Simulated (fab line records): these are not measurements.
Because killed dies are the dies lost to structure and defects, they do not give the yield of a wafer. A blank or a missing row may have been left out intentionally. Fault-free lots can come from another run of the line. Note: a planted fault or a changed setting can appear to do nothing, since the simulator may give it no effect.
Chamber matching | flow n5_finfet | N5_BEOL_M7_PECVD_70 on pecvd-04: 3 sister chambers
The step deposits SiO2 from TEOS/O2, target thk 20 nm, time 22.7 s. 24 wafers are shown with their chamber, then 12 later ones without.

WAFERS WITH THEIR CHAMBER
wafer  | chamber | throttle_valve_pct (%) | showerhead_plenum_p_Torr (Torr) | heater_power_w (W)
L076.2 | 1       | 24.5                   | 8.86                            | 763
L076.4 | 1       | 24.5                   | 8.84                            | 619
L076.5 | 0       | 20.8                   | 8.80                            | 588
L078.2 | 0       | 20.9                   | 8.80                            | 563
L078.4 | 2       | 21.7                   | 8.83                            | 581
L078.6 | 0       | 20.9                   | 8.77                            | 570
L079.3 | 1       | 24.9                   | 8.86                            | 745
L079.4 | 1       | 24.6                   | 8.87                            | 729
L079.5 | 0       | 20.7                   | 8.79                            | 674
L082.1 | 2       | 22.1                   | 8.82                            | 578
L082.5 | 2       | 21.8                   | 8.85                            | 566
L082.6 | 1       | 24.7                   | 8.87                            | 750
L083.2 | 1       | 24.7                   | 8.82                            | 686
L083.3 | 2       | 21.9                   | 8.82                            | 606
L083.4 | 1       | 24.6                   | 8.86                            | 711
L086.1 | 0       | 20.8                   | 8.80                            | 650
L086.3 | 2       | 22.0                   | 8.83                            | 692
L086.4 | 0       | 20.8                   | 8.78                            | 629
L084.1 | 2       | 22.3                   | 8.82                            | 635
L084.2 | 1       | 24.3                   | 8.86                            | 770
L084.4 | 0       | 21.3                   | 8.79                            | 548
L090.1 | 1       | 24.9                   | 8.87                            | 754
L090.2 | 2       | 22.0                   | 8.83                            | 692
L090.3 | 0       | 20.7                   | 8.80                            | 669

SIGNATURES (means of the wafers above)
reading                  | chamber 0 | chamber 1 | chamber 2 | scatter within a chamber
throttle_valve_pct       | 20.863    | 24.633    | 21.971    | 0.194
showerhead_plenum_p_Torr | 8.7912    | 8.8567    | 8.8286    | 0.0134
heater_power_w           | 611.38    | 725.22    | 621.43    | 50.2
Rule: a wafer's distance from a chamber is the root of the sum, over the readings, of the square of ((its reading less the chamber's mean) divided by the reading's scatter). If the next closest chamber is less than 2 further off than the closest, the wafer can't be placed; otherwise it belongs to the closest. The scatter: take each reading less its chamber's mean, square it, sum over the shown wafers, divide by the number of wafers less the number of chambers, and take the root.

WAFERS WITH NO CHAMBER GIVEN
wafer  | throttle_valve_pct (%) | showerhead_plenum_p_Torr (Torr) | heater_power_w (W)
L090.4 | 24.6                   | 8.86                            | 739
L090.5 | 21.0                   | 8.80                            | 654
L090.6 | 22.3                   | 8.85                            | 677
L093.2 | 22.1                   | 8.84                            | 683
L093.3 | 20.8                   | 8.79                            | 563
L093.4 | 21.1                   | 8.81                            | 573
L096.2 | 24.3                   | 8.85                            | 652
L096.3 | 22.3                   | 8.80                            | 668
L096.5 | 24.7                   | 8.84                            | 668
L097.2 | 22.4                   | 8.83                            | 708
L097.3 | 24.5                   | 8.87                            | 675
L097.5 | 24.7                   | 8.85                            | 698

EACH ONE'S CHAMBER
wafer  | from the rows above | in truth
L090.4 | 1                   | 1
L090.5 | 0                   | 0
L090.6 | 2                   | 2
L093.2 | 2                   | 2
L093.3 | 0                   | 0
L093.4 | 0                   | 0
L096.2 | 1                   | 1
L096.3 | 2                   | 2
L096.5 | 1                   | 1
L097.2 | 2                   | 2
L097.3 | 1                   | 1
L097.5 | 1                   | 1
Placed correctly: 12 of 12. Number that these rows cannot place: 0. Placed wrongly: 0.
